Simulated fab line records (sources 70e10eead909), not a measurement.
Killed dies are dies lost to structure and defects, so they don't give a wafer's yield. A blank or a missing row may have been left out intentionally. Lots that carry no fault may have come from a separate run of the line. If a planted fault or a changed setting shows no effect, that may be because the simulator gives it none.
What tool caused it? + flow nandHarc + 6 lots, 18 wafers sampled, at 3 steps of a route of 1302

## WHAT THE GAUGES READ, wafer by wafer
NHARC_END_SORT_01.
| lot  | measured     | on        | killedAtArray |
|------|--------------|-----------|---------------|
| L298 | day 26 15:10 | prober-01 | 71            |
| L299 | day 27 08:58 | prober-01 | 70 47 48      |
| L301 | day 29 18:06 | prober-02 | 64 60 52      |
| L305 | day 29 10:20 | prober-02 | 38 46 54      |
| L312 | day 32 20:16 | prober-01 | 674 676 677   |

## EACH LOT AND THE TOOL THAT RAN IT (in order: tool; ch and the chambers of the sampled wafers; start)
| lot  | NHARC_A_M1_ETCH_35                | NHARC_A_M1_PVD_21                      |
|------|-----------------------------------|----------------------------------------|
| L294 | rieDiel-01 ch 0,2, day 23 18:04   | pvdSputter-02, no start                |
| L298 | rieDiel-01 ch 2,3, day 25 02:50   | pvdSputter-02, day 26 15:10 or earlier |
| L299 | rieDiel-12 ch 0,3, day 25 18:40   | pvdSputter-01, day 27 08:58 or earlier |
| L301 | rieDiel-01 ch 0,1,3, day 27 22:44 | pvdSputter-03, day 29 18:06 or earlier |
| L305 | rieDiel-12 ch 1,2,3, day 28 04:12 | pvdSputter-03, day 29 10:20 or earlier |
| L312 | rieDiel-12 ch 0,1, day 31 01:33   | pvdSputter-02, day 32 20:16 or earlier |
- NHARC_A_M1_ETCH_35: etches the open film in N2/H2, target depth 40 nm, overetch 12 nm, time 43.94 s.
- NHARC_A_M1_PVD_21: deposits Cu, target thk 30 nm, time 20.49 s.

## THE ANSWER, worked out from the rows above alone
Rule: the usual values come from the lots themselves. The widest of any qualifying gaps counts: lots, ordered by their means at a reading, are off when they make up no more than a third of the lots, leave a main group of 4 or more, and stand apart from it by 3 or more times the standard deviation of that group's means. The tables above print the reading to a certain number of digits; a main group whose means all agree to those digits is not used. A lot without any number at a reading at which 4 lots or more have one is off too. Any other lot the step has rows for is counted as sound.
Off: L312 (NHARC_END_SORT_01, killedAtArray). The main group: mean 58, standard deviation 9. Neither off nor sound, because the step has no rows for them: L294.
A tool fits if, at a process step before that reading, it ran every lot that is off, and no sound lot after the first of them. Those tools and the gauges at NHARC_END_SORT_01 are tried in the same way. With no start given for some of its lots, NHARC_A_M1_PVD_21 uses the hours and lot order of NHARC_END_SORT_01. Can't be told from this: 3 tools fit, rieDiel-12 at NHARC_A_M1_ETCH_35, pvdSputter-02 at NHARC_A_M1_PVD_21, prober-01 at NHARC_END_SORT_01.

## WHAT THE SIMULATOR HAD INSERTED
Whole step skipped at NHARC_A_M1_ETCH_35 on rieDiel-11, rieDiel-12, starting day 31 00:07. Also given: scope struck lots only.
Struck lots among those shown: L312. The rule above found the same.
